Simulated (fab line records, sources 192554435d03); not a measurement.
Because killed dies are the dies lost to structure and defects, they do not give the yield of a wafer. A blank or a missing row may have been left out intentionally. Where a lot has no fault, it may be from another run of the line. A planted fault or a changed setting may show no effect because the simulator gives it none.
fab line records	flow n5_finfet
record lots=5	wafers=15	last_day=16
route steps=1938 shown BEOL_M6@1231
lots that met no fault: taken from a fault-free run of the same line
start_h: the number of hours between the record's first day and the start of the first shown wafer of the lot	wait_h: hours since the lot's step before	" as in the row above	L1.1+2: several wafers, shown together as one row	- no value present, or no start provided	* or withheld: withheld	< > ~ a bound
route shown NAME@n: NAME is a module with steps in the file, n the number in the route of the first one	usual: the fault-free wafers' mean and standard deviation	same: alike in all rows	chamber/n: place in a boat	sites: each site's reading	_std_site: the standard deviation of these	_edge_site: outer sites' mean less inner sites'	radius_mm: for every site, how far away it sits from the centre of the wafer	mask NAME#n: copy n	behind: the tool/chamber that last shaped the wafer	hold: cause of the lot's hold/its duration in hours/its outcome	device: transistor that didn't switch, given as n, p or np	end of line: the same wafers' tests at the end of the route	a step with no rows: only its recipe	killed: count of dies lost to structure and defects at first sort (not the wafer's yield)	map: a wafer's dies, marking killed ones x, the rest . and places with no die _
set.NAME: the setting the step ran with; set.NAME@STEP: the setting that earlier step ran with	model.NAME: the simulator's own value behind a step, which no gauge read
a table for each step, a row for each wafer; lots at some steps of the route
services: the hour from which a tool's chamber was out of use, counted from the record's first day as start_h (under 0 if before that day), plus the number of hours and why
## steps
# step N5_BEOL_M6_ETCH_72
# recipe chemistry=N2/H2	target=underlayer	target_depth_a=65	mask_material=CAR-EUV	time_s=5.2	ion_energy_ev=200	pressure_mtorr=30	source_w=840	bias_w=150	n2_flow_sccm=200	h2_flow_sccm=200	ends=cleared
# usual drypump_motor_current_A=5.6/0.51	etch_rf_on_time_s=5.24/0.16	oes_product_au=0.67/0.066	rf_fwd_power_W=819.5/2.8	rf_vpp_V=524/3.2	showerhead_plenum_p_Torr=2.55/0.11	throttle_valve_pct=17.92/0.18
lot.wafer	tool	chamber	start_h	wait_h	drypump_motor_current_A	etch_rf_on_time_s	oes_product_au	rf_fwd_power_W	rf_hours_counter_h	rf_vpp_V	showerhead_plenum_p_Torr	throttle_valve_pct
L077.1	rie_diel-05	3	202.50	0.0	6.4	5.44	0.58	817.0	242	519	2.39	17.94
L077.4	"	2	"	"	5.4	5.43	0.72	819.5	58	529	2.71	17.76
L077.6	"	1	"	"	5.1	5.27	0.74	818.3	-	523	2.48	17.68
L079.1	rie_diel-04	1	210.03	0.0	5.8	5.28	0.62	823.2	188	520	2.44	17.83
L079.2	"	0	"	"	5.8	5.37	0.57	816.4	224	526	2.62	18.06
L079.6	"	1	"	"	5.8	5.23	0.62	819.3	-	520	2.44	17.86
L088.1	rie_diel-04	0	262.64	0.0	5.8	5.46	0.56	816.5	242	523	2.61	18.08
L088.2	"	2	"	"	6.3	5.03	0.71	823.2	85	520	2.47	18.03
L088.6	"	0	"	"	5.8	5.39	0.57	816.2	-	526	2.61	18.08
L090.2	rie_diel-04	2	280.76	0.0	6.3	5.12	0.70	817.9	91	521	2.46	18.05
L090.3	"	1	"	"	5.8	5.36	0.60	817.7	214	520	2.43	17.88
L090.6	"	2	"	"	6.3	5.17	0.68	819.5	-	520	2.46	18.03
L093.1	rie_diel-06	2	296.83	0.0	5.3	5.16	0.60	816.7	227	522	2.51	18.20
L093.2	"	1	"	"	5.6	5.07	0.61	821.0	229	522	2.51	18.38
L093.5	"	3	"	"	4.8	5.04	0.77	815.9	-	528	2.70	17.96
# step N5_BEOL_M6_ETCH_65
# recipe chemistry=CF4	target=SiARC	target_depth_a=156	mask_material=CAR-EUV	time_s=26	ion_energy_ev=80	pressure_mtorr=40	source_w=545	bias_w=36	Ar_flow_sccm=100	cf4_flow_sccm=100	ends=cleared
# usual drypump_motor_current_A=5.6/0.51	etch_rf_on_time_s=26.1/0.76	oes_product_au=0.67/0.067	rf_fwd_power_W=532.6/2.4	rf_vpp_V=184.2/1.3	showerhead_plenum_p_Torr=2.15/0.085	throttle_valve_pct=15.65/0.22
lot.wafer	tool	chamber	start_h	wait_h	drypump_motor_current_A	etch_rf_on_time_s	oes_product_au	rf_fwd_power_W	rf_hours_counter_h	rf_vpp_V	showerhead_plenum_p_Torr	throttle_valve_pct
L077.1	rie_diel-05	3	202.52	0.0	6.4	27.5	0.57	532.7	242	180.8	2.03	15.75
L077.4	"	2	"	"	5.4	27.0	0.73	530.5	59	185.8	2.24	15.33
L077.6	"	1	"	"	5.1	26.5	0.73	530.9	-	183.0	2.10	15.51
L079.1	rie_diel-04	1	210.05	0.0	5.9	26.5	0.62	537.9	188	181.8	2.03	15.47
L079.2	"	0	"	"	5.7	27.3	0.57	536.2	224	184.2	2.20	15.65
L079.6	"	1	"	"	5.8	26.5	0.62	535.5	-	183.0	2.03	15.46
L088.1	rie_diel-04	0	262.66	0.0	5.7	27.1	0.57	537.0	242	186.1	2.19	15.70
L088.2	"	2	"	"	6.3	25.4	0.71	532.8	85	183.9	2.09	15.79
L088.6	"	0	"	"	5.7	27.0	0.56	535.8	-	185.0	2.19	15.69
L090.2	rie_diel-04	2	280.78	0.0	6.3	25.2	0.70	533.6	91	182.4	2.08	15.83
L090.3	"	1	"	"	5.8	26.2	0.61	538.7	214	182.4	2.02	15.55
L090.6	"	2	"	"	6.3	25.3	0.70	533.4	-	183.6	2.08	15.82
L093.1	rie_diel-06	2	296.84	0.0	5.3	25.5	0.60	530.8	227	183.2	2.11	15.86
L093.2	"	1	"	"	5.6	25.7	0.60	532.6	229	184.4	2.12	16.05
L093.5	"	3	"	"	4.9	25.0	0.77	531.5	-	186.2	2.26	15.51
# step N5_BEOL_M6_ETCH_66
# recipe chemistry=N2/H2	target=SOC	target_depth_a=800	overetch_a=160	mask_material=SiARC	temp_c=40	time_s=120	ion_energy_ev=200	pressure_mtorr=30	source_w=840	bias_w=150	n2_flow_sccm=200	h2_flow_sccm=200
# usual drypump_motor_current_A=5.6/0.51	oes_product_au=0.60/0.058	rf_fwd_power_W=835.7/2.9	rf_vpp_V=524/3.1	showerhead_plenum_p_Torr=2.55/0.11	throttle_valve_pct=17.87/0.18
lot.wafer	tool	chamber	start_h	wait_h	drypump_motor_current_A	oes_product_au	rf_fwd_power_W	rf_hours_counter_h	rf_vpp_V	showerhead_plenum_p_Torr	throttle_valve_pct
L077.1	rie_diel-05	3	202.54	0.0	6.4	0.53	832.4	242	520	2.39	17.89
L077.4	"	2	"	"	5.4	0.66	832.5	59	529	2.71	17.72
L077.6	"	1	"	"	5.1	0.67	836.5	-	522	2.48	17.65
L079.1	rie_diel-04	1	210.07	0.0	5.8	0.57	836.8	188	520	2.44	17.81
L079.2	"	0	"	"	5.8	0.53	837.4	224	525	2.62	18.05
L079.6	"	1	"	"	5.8	0.56	832.7	-	522	2.44	17.79
L088.1	rie_diel-04	0	262.69	0.0	5.8	0.52	839.0	242	525	2.61	18.04
L088.2	"	2	"	"	6.3	0.62	837.1	85	522	2.47	18.00
L088.6	"	0	"	"	5.8	0.53	835.5	-	526	2.61	18.04
L090.2	rie_diel-04	2	280.81	0.0	6.3	0.62	837.7	92	522	2.46	18.00
L090.3	"	1	"	"	5.9	0.55	837.0	214	520	2.43	17.85
L090.6	"	2	"	"	6.3	0.61	840.3	-	523	2.46	17.99
L093.1	rie_diel-06	2	296.87	0.0	5.3	0.54	835.4	227	524	2.51	18.16
L093.2	"	1	"	"	5.6	0.54	836.7	229	523	2.51	18.32
L093.5	"	3	"	"	4.9	0.67	835.4	-	526	2.70	17.93
# step N5_BEOL_M6_STRIP_69
# recipe chemistry=N2/H2	temp_c=40	n2_flow_sccm=200	h2_flow_sccm=200	rf_frequency_hz=6e+07
lot.wafer	tool	chamber	start_h	wait_h
L077.1+4+6	rie_diel-05	3,2,1	202.63	0.0
L079.1+2+6	rie_diel-04	1,0,1	210.15	0.0
L088.1+2+6	rie_diel-04	0,2,0	262.77	0.0
L090.2+3+6	rie_diel-04	2,1,2	280.89	0.0
L093.1+2+5	rie_diel-06	2,1,3	296.95	0.0
# step N5_BEOL_M6_STRIP_73
# recipe chemistry=N2/H2	temp_c=40	n2_flow_sccm=200	h2_flow_sccm=200	rf_frequency_hz=6e+07
lot.wafer	tool	chamber	start_h	wait_h
L077.1+4+6	rie_diel-05	3,2,1	202.64	0.0
L079.1+2+6	rie_diel-04	1,0,1	210.16	0.0
L088.1+2+6	rie_diel-04	0,2,0	262.78	0.0
L090.2+3+6	rie_diel-04	2,1,2	280.90	0.0
L093.1+2+5	rie_diel-06	2,1,3	296.96	0.0
# step N5_BEOL_M6_VIA_ETCH_34
# recipe chemistry=C4F6/O2	target=SiCOH_lowk	target_depth_a=1263	mask_material=SOC	taper_deg=4	time_s=50.9	ion_energy_ev=250	pressure_mtorr=30	source_w=345	bias_w=185	Ar_flow_sccm=300	C4F6_flow_sccm=10	O2_flow_sccm=10
# usual drypump_motor_current_A=5.6/0.51	oes_product_au=0.78/0.079	rf_fwd_power_W=341.8/1.4	rf_vpp_V=658/8.9	showerhead_plenum_p_Torr=2.86/0.12	throttle_valve_pct=20.96/0.26
lot.wafer	tool	chamber	start_h	wait_h	drypump_motor_current_A	oes_product_au	rf_fwd_power_W	rf_hours_counter_h	rf_vpp_V	showerhead_plenum_p_Torr	throttle_valve_pct
L077.1	rie_diel-05	3	202.65	0.0	6.4	0.67	341.5	242	644	2.69	20.92
L077.4	"	2	"	"	5.4	0.85	341.4	59	664	2.97	20.54
L077.6	"	1	"	"	5.1	0.86	338.6	-	654	2.79	20.82
L079.1	rie_diel-04	1	210.17	0.0	5.8	0.73	343.3	188	667	2.69	20.62
L079.2	"	0	"	"	5.7	0.67	342.9	224	663	2.94	20.96
L079.6	"	1	"	"	5.8	0.73	344.7	-	668	2.69	20.63
L088.1	rie_diel-04	0	262.79	0.0	5.8	0.66	343.0	242	663	2.93	21.00
L088.2	"	2	"	"	6.3	0.83	342.2	85	654	2.79	21.26
L088.6	"	0	"	"	5.7	0.66	343.8	-	663	2.93	21.00
L090.2	rie_diel-04	2	280.91	0.0	6.3	0.82	343.1	92	651	2.78	21.27
L090.3	"	1	"	"	5.8	0.71	342.4	214	666	2.68	20.67
L090.6	"	2	"	"	6.3	0.81	341.8	-	652	2.78	21.24
L093.1	rie_diel-06	2	296.97	0.0	5.3	0.70	340.5	227	646	2.80	21.06
L093.2	"	1	"	"	5.6	0.71	341.6	229	681	2.82	21.36
L093.5	"	3	"	"	4.9	0.89	342.6	-	660	3.03	21.02
# step N5_BEOL_M6_STRIP_76
# recipe chemistry=C4F6/O2	resist=SiARC	rf_frequency_hz=6e+07
lot.wafer	tool	chamber	start_h	wait_h
L077.1+4+6	rie_diel-05	3,2,1	202.69	0.0
L079.1+2+6	rie_diel-04	1,0,1	210.22	0.0
L088.1+2+6	rie_diel-04	0,2,0	262.83	0.0
L090.2+3+6	rie_diel-04	2,1,2	280.95	0.0
L093.1+2+5	rie_diel-06	2,1,3	297.01	0.0
# step N5_BEOL_M6_STRIP_36
# recipe chemistry=N2/H2	power_w=450	temp_c=40	pressure_mtorr=20	rf_frequency_hz=6e+07	overash_fraction=0.3	bias_power_w=7	h2_frac=0.5	n2_flow_sccm=200	h2_flow_sccm=200
# usual drypump_motor_current_A=5.6/0.51	oes_product_au=0.78/0.08	rf_vpp_V=59.0/1.5	showerhead_plenum_p_Torr=2.55/0.11	throttle_valve_pct=23.72/0.22
lot.wafer	tool	chamber	start_h	wait_h	drypump_motor_current_A	oes_product_au	rf_hours_counter_h	rf_vpp_V	showerhead_plenum_p_Torr	throttle_valve_pct
L077.1	rie_diel-05	3	202.70	0.0	6.4	0.68	242	57.6	2.38	23.65
L077.4	"	2	"	"	5.4	0.87	59	61.4	2.70	23.57
L077.6	"	1	"	"	5.1	0.87	-	57.1	2.47	23.49
L079.1	rie_diel-04	1	210.23	0.0	5.9	0.74	188	57.0	2.43	23.60
L079.2	"	0	"	"	5.8	0.68	224	59.5	2.62	23.99
L079.6	"	1	"	"	5.9	0.73	-	59.0	2.43	23.65
L088.1	rie_diel-04	0	262.84	0.0	5.8	0.67	242	61.6	2.61	24.02
L088.2	"	2	"	"	6.3	0.83	85	59.5	2.46	23.77
L088.6	"	0	"	"	5.7	0.66	-	58.2	2.61	24.04
L090.2	rie_diel-04	2	280.96	0.0	6.3	0.81	92	59.0	2.46	23.79
L090.3	"	1	"	"	5.9	0.72	214	59.2	2.42	23.68
L090.6	"	2	"	"	6.3	0.82	-	59.1	2.46	23.82
L093.1	rie_diel-06	2	297.02	0.0	5.3	0.71	227	57.6	2.51	23.93
L093.2	"	1	"	"	5.6	0.69	229	59.3	2.51	24.24
L093.5	"	3	"	"	4.9	0.89	-	59.1	2.70	24.03
# step N5_BEOL_M6_TRENCH_ETCH_37
# recipe chemistry=C4F6/O2	target_depth_a=944.35	target=SiCOH_lowk	time_s=31.5	ion_energy_ev=250	pressure_mtorr=30	source_w=345	bias_w=185	Ar_flow_sccm=300	C4F6_flow_sccm=10	O2_flow_sccm=10
# usual drypump_motor_current_A=5.6/0.51	oes_product_au=0.78/0.079	rf_fwd_power_W=340.5/1.6	rf_vpp_V=658/8.8	showerhead_plenum_p_Torr=2.86/0.12	throttle_valve_pct=20.99/0.26
lot.wafer	tool	chamber	start_h	wait_h	drypump_motor_current_A	oes_product_au	rf_fwd_power_W	rf_hours_counter_h	rf_vpp_V	showerhead_plenum_p_Torr	throttle_valve_pct
L077.1	rie_diel-05	3	-	-	6.4	0.67	339.4	242	644	2.69	20.96
L077.4	"	2	"	"	5.4	0.86	338.6	59	663	2.97	20.57
L077.6	"	1	"	"	5.1	0.87	340.3	-	655	2.79	20.86
L079.1	rie_diel-04	1	-	-	5.8	0.74	341.1	188	666	2.69	20.68
L079.2	"	0	"	"	5.7	0.67	341.4	224	663	2.94	21.00
L079.6	"	1	"	"	5.8	0.73	342.5	-	666	2.69	20.66
L088.1	rie_diel-04	0	-	-	5.7	0.66	340.9	242	662	2.93	21.04
L088.2	"	2	"	"	6.3	0.82	340.6	85	652	2.79	21.27
L088.6	"	0	"	"	5.7	0.66	341.9	-	663	2.93	21.02
L090.2	rie_diel-04	2	-	-	6.3	0.81	341.6	92	651	2.78	21.29
L090.3	"	1	"	"	5.8	0.71	340.9	214	666	2.68	20.68
L090.6	"	2	"	"	6.3	0.83	341.8	-	652	2.78	21.29
L093.1	rie_diel-06	2	-	-	5.3	0.69	340.0	227	646	2.80	21.12
L093.2	"	1	"	"	5.6	0.70	342.3	229	681	2.82	21.39
L093.5	"	3	"	"	4.9	0.89	340.5	-	660	3.03	21.05
# step N5_BEOL_M6_ETCH_41
# recipe chemistry=CH3F/O2	target=SiCN	target_depth_a=297	taper_deg=2	time_s=52	ion_energy_ev=120	mask_material=TiN	pressure_mtorr=30	source_w=395	bias_w=75	Ar_flow_sccm=150	CH3F_flow_sccm=30	O2_flow_sccm=20
# usual drypump_motor_current_A=5.6/0.51	oes_product_au=0.78/0.08	rf_fwd_power_W=391.4/1.6	rf_vpp_V=297.5/1.9	showerhead_plenum_p_Torr=2.01/0.084	throttle_valve_pct=16.37/0.23
lot.wafer	tool	chamber	start_h	wait_h	drypump_motor_current_A	oes_product_au	rf_fwd_power_W	rf_hours_counter_h	rf_vpp_V	showerhead_plenum_p_Torr	throttle_valve_pct
L077.1	rie_diel-05	3	-	-	6.4	0.67	390.4	242	294.4	1.89	16.42
L077.4	"	2	"	"	5.4	0.84	390.7	59	299.4	2.09	16.00
L077.6	"	1	"	"	5.1	0.87	390.6	-	296.3	1.96	16.19
L079.1	rie_diel-04	1	-	-	5.8	0.73	393.4	188	296.2	1.89	16.14
L079.2	"	0	"	"	5.7	0.67	393.9	224	298.5	2.06	16.42
L079.6	"	1	"	"	5.8	0.73	393.8	-	295.0	1.89	16.15
L088.1	rie_diel-04	0	-	-	5.7	0.65	393.4	242	299.9	2.06	16.47
L088.2	"	2	"	"	6.3	0.81	392.1	85	295.2	1.95	16.57
L088.6	"	0	"	"	5.7	0.66	391.9	-	298.4	2.06	16.44
L090.2	rie_diel-04	2	-	-	6.3	0.82	391.9	92	294.7	1.95	16.62
L090.3	"	1	"	"	5.8	0.71	394.3	214	295.3	1.88	16.20
L090.6	"	2	"	"	6.3	0.81	388.8	-	296.2	1.95	16.61
L093.1	rie_diel-06	2	-	-	5.3	0.71	390.8	227	294.7	1.97	16.58
L093.2	"	1	"	"	5.6	0.70	390.1	229	295.8	1.98	16.77
L093.5	"	3	"	"	4.8	0.90	391.8	-	298.1	2.13	16.32
# step N5_BEOL_M6_STRIP_80
# recipe chemistry=N2/H2	time_s=10	power_w=450	temp_c=40	pressure_mtorr=20	rf_frequency_hz=6e+07	bias_power_w=7	n2_flow_sccm=200	h2_flow_sccm=200
# usual drypump_motor_current_A=5.6/0.51	oes_product_au=0.78/0.079	rf_vpp_V=59.2/0.91	showerhead_plenum_p_Torr=2.55/0.11	throttle_valve_pct=23.72/0.22
lot.wafer	tool	chamber	start_h	wait_h	drypump_motor_current_A	oes_product_au	rf_hours_counter_h	rf_vpp_V	showerhead_plenum_p_Torr	throttle_valve_pct
L077.1	rie_diel-05	3	-	-	6.4	0.68	242	58.2	2.39	23.68
L077.4	"	2	"	"	5.4	0.87	59	61.5	2.70	23.59
L077.6	"	1	"	"	5.1	0.87	-	59.5	2.47	23.50
L079.1	rie_diel-04	1	-	-	5.9	0.74	188	57.3	2.43	23.60
L079.2	"	0	"	"	5.8	0.68	224	60.3	2.62	24.00
L079.6	"	1	"	"	5.9	0.74	-	58.9	2.43	23.61
L088.1	rie_diel-04	0	-	-	5.8	0.66	242	58.4	2.61	24.03
L088.2	"	2	"	"	6.3	0.82	85	57.9	2.46	23.78
L088.6	"	0	"	"	5.8	0.66	-	60.1	2.61	24.03
L090.2	rie_diel-04	2	-	-	6.3	0.82	92	60.2	2.46	23.79
L090.3	"	1	"	"	5.9	0.72	214	58.4	2.42	23.67
L090.6	"	2	"	"	6.3	0.82	-	60.0	2.46	23.78
L093.1	rie_diel-06	2	-	-	5.3	0.71	227	59.7	2.51	23.93
L093.2	"	1	"	"	5.6	0.70	229	60.1	2.51	24.25
L093.5	"	3	"	"	4.9	0.89	-	60.1	2.70	24.00
# step N5_BEOL_M6_OCD_MEAS_38
# usual trench_depth_nm=93.6/2
lot.wafer	tool	chamber	start_h	wait_h	trench_depth_nm
L077.1	ocd-01	-	202.89	-	91.3
L077.4	"	-	"	"	93.0
L077.6	"	-	"	"	92.6
L079.1	ocd-01	-	210.42	-	93.5
L079.2	"	-	"	"	91.4
L079.6	"	-	"	"	93.3
L088.1	ocd-02	-	263.03	-	90.0
L088.2	"	-	"	"	95.6
L088.6	"	-	"	"	89.3
L090.2	ocd-02	-	281.16	-	95.9
L090.3	"	-	"	"	92.5
L090.6	"	-	"	"	96.6
L093.1	ocd-01	-	297.22	-	93.2
L093.2	"	-	"	"	93.5
L093.5	"	-	"	"	95.1
# step N5_BEOL_M6_HM_STRIP_39
# recipe chemistry=peroxide_tin_strip	material=TiN	target_depth_a=250	temp_c=50	time_s=158
# usual bath_heat_duty_pct=6.9/0.9
lot.wafer	tool	chamber	start_h	wait_h	bath_heat_duty_pct
L077.1	wet_bench-02	5	202.92	0.0	7.2
L077.4	"	4	"	"	7.7
L077.6	"	7	"	"	6.8
L079.1	wet_bench-01	7	210.45	0.0	7.1
L079.2	"	5	"	"	8.1
L079.6	"	1	"	"	7.8
L088.1	wet_bench-02	1	263.07	0.0	6.5
L088.2	"	4	"	"	7.4
L088.6	"	2	"	"	7.3
L090.2	wet_bench-03	1	281.19	0.0	8.9
L090.3	"	6	"	"	5.5
L090.6	"	5	"	"	6.1
L093.1	wet_bench-02	1	297.25	0.0	7.2
L093.2	"	0	"	"	6.0
L093.5	"	5	"	"	7.7
# step N5_BEOL_M6_SRD_40
# recipe time_s=30	temp_c=23	rinse_liquid=diw	dry=ipa_marangoni
# usual bath_heat_duty_pct=3.6/0.51
lot.wafer	tool	chamber	start_h	wait_h	bath_heat_duty_pct
L077.1	wet_bench-02	5	202.97	0.0	4.2
L077.4	"	4	"	"	3.6
L077.6	"	7	"	"	3.2
L079.1	wet_bench-01	7	210.50	0.0	3.8
L079.2	"	5	"	"	3.4
L079.6	"	1	"	"	3.3
L088.1	wet_bench-02	1	263.17	0.0	2.7
L088.2	"	4	"	"	3.2
L088.6	"	2	"	"	3.8
L090.2	wet_bench-03	1	281.24	0.0	3.8
L090.3	"	6	"	"	3.0
L090.6	"	5	"	"	3.3
L093.1	wet_bench-02	1	297.35	0.0	3.5
L093.2	"	0	"	"	2.6
L093.5	"	5	"	"	3.8
# step N5_BEOL_M6_PRECLEAN_42
# recipe chemistry=residue_remover	time_s=60	temp_c=40
# usual bath_heat_duty_pct=4.4/0.68
lot.wafer	tool	chamber	start_h	wait_h	bath_heat_duty_pct
L077.1	wet_bench-02	5	202.99	0.0	5.0
L077.4	"	4	"	"	4.4
L077.6	"	7	"	"	4.9
L079.1	wet_bench-01	7	210.52	0.0	4.0
L079.2	"	5	"	"	5.2
L079.6	"	1	"	"	4.7
L088.1	wet_bench-02	1	263.20	0.0	4.4
L088.2	"	4	"	"	5.3
L088.6	"	2	"	"	5.1
L090.2	wet_bench-03	1	281.25	0.0	5.5
L090.3	"	6	"	"	3.7
L090.6	"	5	"	"	3.9
L093.1	wet_bench-02	1	297.39	0.0	5.0
L093.2	"	0	"	"	3.8
L093.5	"	5	"	"	5.0
# step N5_BEOL_M6_SRD_43
# recipe time_s=30	temp_c=23	rinse_liquid=diw	dry=ipa_marangoni
# usual bath_heat_duty_pct=3.6/0.58
lot.wafer	tool	chamber	start_h	wait_h	bath_heat_duty_pct
L077.1	wet_bench-02	5	203.00	0.0	4.6
L077.4	"	4	"	"	3.5
L077.6	"	7	"	"	2.9
L079.1	wet_bench-01	7	210.54	0.0	3.3
L079.2	"	5	"	"	4.9
L079.6	"	1	"	"	4.1
L088.1	wet_bench-02	1	263.24	0.0	4.5
L088.2	"	4	"	"	3.7
L088.6	"	2	"	"	3.9
L090.2	wet_bench-03	1	281.27	0.0	4.8
L090.3	"	6	"	"	3.1
L090.6	"	5	"	"	2.9
L093.1	wet_bench-02	1	297.42	0.0	3.5
L093.2	"	0	"	"	3.2
L093.5	"	5	"	"	3.6
## services
tool	chamber	start_h	hours	kind
wet_bench-01	-	197.08	1.9	pm
rie_diel-04	-	212.56	0.5	repair
rie_diel-05	0	213.29	4.7	repair
rie_diel-06	-	216.71	2.8	pm
rie_diel-04	0	224.29	7.6	repair
rie_diel-05	3	226.40	-	clean
rie_diel-05	3	226.40	-	consumable_replace:focus_ring
rie_diel-05	3	226.40	-	consumable_replace:showerhead
rie_diel-05	3	226.40	20.0	scheduled_down
rie_diel-05	3	226.40	20.0	vent_cycle
rie_diel-04	-	228.63	2.8	pm
wet_bench-03	-	239.86	1.9	pm
rie_diel-06	3	258.82	2.4	repair
rie_diel-04	0	292.44	-	clean
rie_diel-04	0	292.44	-	consumable_replace:focus_ring
rie_diel-04	0	292.44	17.5	scheduled_down
rie_diel-04	0	292.44	17.5	vent_cycle
## key
fault none
